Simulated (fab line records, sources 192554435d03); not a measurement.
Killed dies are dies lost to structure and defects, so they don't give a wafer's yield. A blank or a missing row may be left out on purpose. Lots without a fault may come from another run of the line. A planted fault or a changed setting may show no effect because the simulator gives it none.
A struck lot beside a sound one | flow n5_finfet | 36 steps out of a route of 1938
Sound: wafers L877.1, L877.4, L877.5. Struck: wafers L865.2, L865.3, L865.6. The cause comes at the end.
At each step with rows: each side's tool, then ch and its chambers, then its first start. Under that, the readings that differ: sound wafers | struck wafers | difference of the means | sigmas: that difference in standard deviations of wafers without a fault.
alike: readings whose means differ by less than 2 such deviations, and words and numbers that are the same on both sides. not compared: withheld readings, readings that some wafer has no value for, bounds like >300 that may hide the same value, and numbers for which the record gives no deviation and whose values overlap.
The two part at a step that has a row with sigmas, a row that says differs or no value, or rows on one side only. Numbers that don't overlap but have no deviation are shown without sigmas and don't part them. A reading that every wafer of one side lacks parts them only if that side has two wafers or more.

first, 12 steps without rows for these wafers: N5_SD_EPI_P_STRIP_38 (strips in N2/H2); N5_SD_EPI_P_ETCHBACK_46 (etches SiNx in CH3F/O2, stops on SiO2, target depth 17.5 nm); N5_SD_EPI_P_ETCH_47 (etches SiOCN in CH3F/O2, target depth 25 nm); N5_SD_EPI_P_ETCH_16 (etches SiO2 in CHF3/O2, target depth 5 nm); N5_SD_EPI_P_STRIP_50 (strips in CHF3/O2); N5_SD_EPI_P_SD_RECESS_17 (chemistry HBr/Cl2/O2, target depth 39.1 nm, bt time 3 s); N5_SD_EPI_P_WET_ETCH_45 (etches SiO2 in dHF, time 10.7 s, target depth 2 nm, rinse time 30 s); N5_SD_EPI_P_STRIP_40 (strips in N2/H2); N5_SD_EPI_P_PRECLEAN_52 (cleans in O3/DIW, time 60 s); N5_SD_EPI_P_SRD_20 (time 30 s); N5_SD_EPI_P_PRECLEAN_51 (cleans in NF3:NH3, afs cycles 1, time 20 s, sublimation time 60 s); N5_SD_EPI_P_VAPOR_ETCH_44 (etches SiGe30 in NF3/Ar, time 3.3 s).
N5_SD_EPI_P_EPI_21: deposits SiGe:B, time 355 s.
  sound on epi_rpcvd-03 ch 0, day 8 20:13; struck on epi_rpcvd-03 ch 0, day 5 19:15
  alike: lamp_inner_pct
then, 8 steps without rows for these wafers: N5_SD_EPI_P_HM_STRIP_48 (strips SiNx in H3PO4, material SiNx, target depth 3 nm); N5_SD_EPI_P_SRD_49 (time 30 s); N5_SD_EPI_P_PRECLEAN_24 (cleans in O3/DIW, time 45 s); N5_SD_EPI_P_PRECLEAN_32 (cleans in dHF, time 10 s); N5_SD_EPI_P_PRECLEAN_33 (cleans in SC2, time 45 s); N5_SD_EPI_P_SRD_25 (time 30 s); N5_SD_ACTIVATION_RTA_00 (time 0 s); N5_SD_ACTIVATION_LSA_01 (time 0.0008 s).
N5_SD_ACTIVATION_RS_MEAS_03: measures by four-point-probe.
  sound on film_metro-01, day 8 23:02; struck on film_metro-02, day 5 21:44
  reading          | sound          | struck            | difference | sigmas
  RS_SD_P (ohm/sq) | 55.6 55.2 55.6 | 361.6 365.9 365.8 | +309.0     | +99 or more
  alike: RS_SD_N
then, 12 steps without rows for these wafers: N5_ILD0_LINER_00 (material SiNx, target thk 4 nm, pulse time 1 s, purge time 2 s); N5_ILD0_FCVD_FILL_01 (material SiO2 flowable, target thk 200 nm, time 328.3 s); N5_ILD0_CURE_02 (time 1800 s); N5_ILD0_CMP_03 (polishes, stops on SiNx, t overpolish 1.9 s, target thk 197.38 nm); N5_ILD0_CMP_07 (polishes SiO2 flowable, stops on poly-Si, t overpolish 1.18 s, target thk 138.88 nm); N5_ILD0_PRECLEAN_10 (cleans in NF3:NH3, afs cycles 5, time 20 s, sublimation time 60 s); N5_ILD0_ALD_15 (deposits SiNx, target thk 24 nm, pulse time 1 s, ald cycles 480); N5_ILD0_CMP_12 (polishes SiNx, stops on poly-Si, t overpolish 6 s, target thk 17.67 nm); N5_SDB_HM_DEP_00 (deposits SiNx from SiH4/NH3/N2, target thk 40 nm, time 35.3 s); N5_SDB_COAT_03 (time 60 s, resist thk 100 nm); N5_SDB_COAT_04 (time 60 s, resist thk 18 nm); N5_SDB_COAT_05 (resist thk 90 nm).
-- the record jumps here: 6 days lie between the struck wafers' starts before and after (it left off in module SDB and takes up again in module BEOL_M4, whose first step shown is number 1111 of the route) --
N5_BEOL_M4_RC_MEAS_101:
  sound on prober-02 ch 0, day 14 07:40; struck on prober-02 ch 0, day 11 17:26
  reading             | sound             | struck               | difference | sigmas
  DIBL_P (mV/V)       | 36.0 35.6 38.1    | 25.2 27.1 24.9       | -10.8      | -5
  IOFF_P (nA/um)      | 0.23 0.23 0.28    | 0.06 0.08 0.06       | -0.18      | -5
  IOFF_P_85C (nA/um)  | 3.9 3.9 4.6       | 1.4 1.5 1.3          | -2.7       | -5
  IOFF_P_LIN (nA/um)  | 0.109 0.109 0.125 | 0.042 0.046 0.041    | -0.071     | -5
  ION_P (uA/um)       | 472 464 478       | 315 312 316          | -157       | -19
  RC_DENSE_P (ohm.um) | 23.2 23.3 23.2    | 103.6 100.8 104.7    | +79.8      | +99 or more
  RC_P (ohm.um)       | 18.7 18.9 18.8    | 83.8 82.9 84.1       | +64.8      | +99 or more
  REXT_P (ohm.um)     | 101.8 102.6 101.5 | 410.7 413.4 409.3    | +309.2     | +99 or more
  RS_SD_P (ohm/sq)    | 64.6 65.9 64.6    | 380.8 383.1 382.7    | +317.2     | +99 or more
  VT_P (mV)           | -246 -248 -244    | -269 -269 -271       | -24        | -8
  VT_P_LVT (mV)       | -96.9 -96.4 -93.3 | -117.5 -116.0 -117.2 | -21.4      | -7
  alike: DIBL_N, IOFF_N, ION_N, SS_N, SS_P, VT_N
-- the record jumps here: 6 days lie between the struck wafers' starts before and after (it left off in module BEOL_M4 and takes up again in module PASSIVATION, whose first step shown is number 1936 of the route) --
N5_PASSIVATION_PROBE_49:
  the record has rows for the struck wafers here (prober-01, day 17 05:39) and none for the sound ones

WHERE THEY PART
First at N5_SD_ACTIVATION_RS_MEAS_03; last, within this record, at N5_PASSIVATION_PROBE_49.

WHY: what the simulator had put in
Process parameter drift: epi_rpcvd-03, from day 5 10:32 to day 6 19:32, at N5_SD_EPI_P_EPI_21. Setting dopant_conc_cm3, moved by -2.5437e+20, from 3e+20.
